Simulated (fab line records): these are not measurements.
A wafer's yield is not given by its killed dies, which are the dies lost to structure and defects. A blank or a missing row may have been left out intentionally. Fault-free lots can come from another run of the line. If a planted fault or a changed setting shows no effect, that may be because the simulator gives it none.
Which of the tools did it?    flow n5 finfet    12 lots, 36 wafers sampled, at 5 steps of a route of 1938

WHAT EACH GAUGE READ, for each wafer
N5_BEOL_M6_INSPECT_30: inspects for defects (brightfield).
lot   measured      on                 raw defect count
L075  day 8 20:08   defect inspect-02  513 419 450
L077  day 9 06:47   defect inspect-01  512 271 480
L080  day 10 01:19  defect inspect-01  436 362 313
L081  day 10 04:28  defect inspect-02  431 586 484
L083  day 11 03:09  defect inspect-02  478 501 419
L085  day 11 07:45  defect inspect-01  437 420 452
L087  day 11 11:34  defect inspect-01  635 566 351
L089  day 12 11:35  defect inspect-01  386 603 484
L091  day 13 04:31  defect inspect-02  237 300 327
L095  day 14 00:51  defect inspect-02  435 341 354
L097  day 14 03:30  defect inspect-02  371 458 303
L096  day 14 17:52  defect inspect-01  453 370 661

TOOL THAT RAN EACH LOT (tool first, then ch and the chambers of the sampled wafers, then the start)
lot   N5_BEOL_M5_ETCH_68                  N5_BEOL_M5_SPUTTER_88         N5_BEOL_M5_CO_CAP_78              N5_BEOL_M6_CURE_74
L075  rie diel-06 ch 1,2,3, day 8 08:41   pvd sputter-01, day 8 13:42   cvd co-02 ch 0,1,2, day 8 15:40   uv cure-03 ch 0, day 8 15:58
L077  rie diel-02 ch 1,2, day 8 18:00     pvd sputter-02, day 8 23:11   cvd co-02 ch 0,2, day 9 01:17     uv cure-01 ch 0, day 9 01:37
L080  rie diel-01 ch 0,1,2, day 9 12:36   pvd sputter-02, day 9 18:28   cvd co-02 ch 0,2, day 9 20:46     uv cure-02 ch 2, day 9 21:04
L081  rie diel-01 ch 0,1,2, day 9 18:19   pvd sputter-03, day 9 23:50   cvd co-02 ch 0,2, day 10 01:51    uv cure-01 ch 2, day 10 02:23
L083  rie diel-06 ch 1,2, day 10 15:23    pvd sputter-01, day 10 21:49  cvd co-01 ch 0,2, day 10 23:47    uv cure-01 ch 2, day 11 00:16
L085  rie diel-06 ch 0,2,3, day 10 18:40  pvd sputter-02, day 11 00:30  cvd co-02 ch 0,1,2, day 11 02:48  uv cure-01 ch 2, day 11 03:13
L087  rie diel-06 ch 1,2,3, day 11 01:08  pvd sputter-02, day 11 06:38  cvd co-02 ch 0,1,2, day 11 08:35  uv cure-02 ch 2, day 11 08:54
L089  rie diel-02 ch 0,1,3, day 11 22:26  pvd sputter-01, day 12 03:38  cvd co-01 ch 0,1,2, day 12 05:50  uv cure-02 ch 1, day 12 06:10
L091  rie diel-02 ch 1,2,3, day 12 15:17  pvd sputter-03, day 12 21:54  cvd co-02 ch 1,2, day 12 23:51    uv cure-03 ch 2, day 13 00:11
L095  rie diel-02 ch 1,2, day 13 09:58    pvd sputter-03, day 13 15:01  cvd co-02 ch 1,2, day 13 16:58    uv cure-01 ch 0, day 13 17:17
L097  rie diel-06 ch 0,3, day 13 16:45    pvd sputter-01, day 13 22:07  cvd co-02 ch 1,2, day 14 00:04    uv cure-01 ch 2, day 14 00:28
L096  rie diel-02 ch 1,2, day 14 05:15    pvd sputter-03, day 14 11:56  cvd co-01 ch 1,2, day 14 13:57    uv cure-01 ch 2, day 14 14:25
- N5_BEOL_M5_ETCH_68: etches SOC in N2/H2, target depth 80 nm, overetch 16 nm, time 120 s.
- N5_BEOL_M5_SPUTTER_88: material Cu, target thk 15 nm, time 27.62 s.
- N5_BEOL_M5_CO_CAP_78: material Co, precursor CCTBA/H2, target thk 2 nm, time 102.1 s.
- N5_BEOL_M6_CURE_74: cures SiCOH lowk, time 240 s.

THE ANSWER, worked out from the rows above alone
Rule: the usual values come from the lots themselves. Put in order of their means at a reading, lots are off if they are a third of the lots or fewer, leave a main group of 4 or more, and stand apart from it by a gap of 3 or more times the standard deviation of the main group's means; of several such gaps the widest counts. A main group whose means are all the same, to the digits that the tables above print for the reading, isn't used. Also off: a lot with no number at a reading for which 4 or more lots have one. All remaining lots with rows at the step are treated as sound.
No lot is off at any reading shown: from this, nothing can be told.

WHAT THE SIMULATOR PUT IN
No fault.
